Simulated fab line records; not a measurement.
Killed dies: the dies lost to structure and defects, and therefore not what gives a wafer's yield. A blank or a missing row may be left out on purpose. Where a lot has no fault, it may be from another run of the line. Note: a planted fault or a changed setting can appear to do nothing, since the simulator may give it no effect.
A struck lot beside a sound one || flow n5-finfet || 15 steps out of a route of 1938
Sound: wafers L949.2, L949.4, L949.5. Struck: wafer L959.4. (L959.2 of the same lot was not struck and is left out.) The cause comes at the end.
Order at every step that has rows: each side's tool, ch and its chambers, its first start. Under that, the readings that differ: sound wafers || struck wafers || difference of the means || sigmas: that difference in standard deviations of wafers without a fault.
alike: readings whose means differ by less than 2 such deviations, and words and numbers that are the same on both sides. not compared: withheld readings, readings that some wafer has no value for, bounds like >300 that may hide the same value, and numbers for which the record gives no deviation and whose values overlap.
A row with sigmas, a row that says differs or no value, or rows on one side alone: a step with any of these is where the two part. Non-overlapping numbers with no deviation appear without sigmas and do not part them. A reading missing from all wafers of one side parts the sides only when that side holds two or more wafers.

N5_BEOL_M8_STRIP_80: strips in N2/H2, time 10 s.
  sound on rie-diel-02 ch 1,3; struck on rie-diel-05 ch 1
  alike: drypump-motor-current-A, oes-product-au, rf-vpp-V, showerhead-plenum-p-Torr, throttle-valve-pct
  not compared: rf-hours-counter-h
N5_BEOL_M8_OCD_MEAS_38:
  sound on ocd-02 at day 11 13:35; struck on ocd-02 at day 13 18:18
  alike: trench-depth-nm
then, 4 steps without rows for these wafers: N5_BEOL_M8_HM_STRIP_39 (strips TiN in peroxide tin strip, target depth 25 nm, time 158 s); N5_BEOL_M8_SRD_40 (time 30 s); N5_BEOL_M8_PRECLEAN_42 (cleans in residue remover, time 60 s); N5_BEOL_M8_SRD_43 (time 30 s).
N5_BEOL_M8_CD_MEAS_35 targets a cd of 40 nm.
  sound on cd-sem-01 at day 11 13:44; struck on cd-sem-03 at day 13 18:28
  alike: cd-nm
then, 1 step without rows for these wafers: N5_BEOL_M8_CURE_75 (cures SiCOH lowk, time 120 s).
N5_BEOL_M8_DEGAS_44: time 60 s.
  sound on pvd-sputter-01 at day 11 18:08; struck on pvd-sputter-01 at day 13 19:00
  alike: heater-power-w
N5_BEOL_M8_PRE_CLEAN_45: time 30 s.
  sound on pvd-sputter-01 at day 11 18:10; struck on pvd-sputter-01 at day 13 19:02
  alike: heater-power-w
then, 1 step without rows for these wafers: N5_BEOL_M8_ALD_77 (deposits TaN, target thk 2 nm, pulse time 2 s, purge time 3 s).
N5_BEOL_M8_SURFACE_TREAT_79:
  sound on pvd-sputter-01 at day 11 18:43; struck on pvd-sputter-03 at day 13 19:28
  not compared: throttle-valve-pct
N5_BEOL_M8_CVD_78: deposits Co from CCTBA/H2, target thk 2 nm, time 142.3 s.
  sound on cvd-co-01 ch 1,2, day 11 18:47; struck on cvd-co-02 ch 1, day 13 19:32
{"reading": "run-length-s (s)", "sound": "166.0 165.5 165.1", "struck": 103.9, "difference": -61.6, "sigmas": -89}
N5_BEOL_M8_SPUTTER_48: material Cu, target thk 10 nm, time 1.667 s.
  sound on pvd-sputter-02 at day 11 18:56; struck on pvd-sputter-02 at day 13 19:48
  alike: throttle-valve-pct
-- record jumps: 3 days separate the struck wafers' starts on either side; left off in module BEOL_M8, taken up again in module PASSIVATION, whose first shown step is the route's number 1936 --
N5_PASSIVATION_PROBE_49:
  rows exist in the record for the struck wafers here (prober-01, day 17 00:41), but not for the sound ones

== WHERE THEY PART ==
First at N5_BEOL_M8_CVD_78; last, within this record, at N5_PASSIVATION_PROBE_49.

WHY: what the simulator had put in
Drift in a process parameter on cvd-co-02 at N5_BEOL_M8_CVD_78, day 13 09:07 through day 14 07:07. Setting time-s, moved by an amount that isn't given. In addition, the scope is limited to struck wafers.
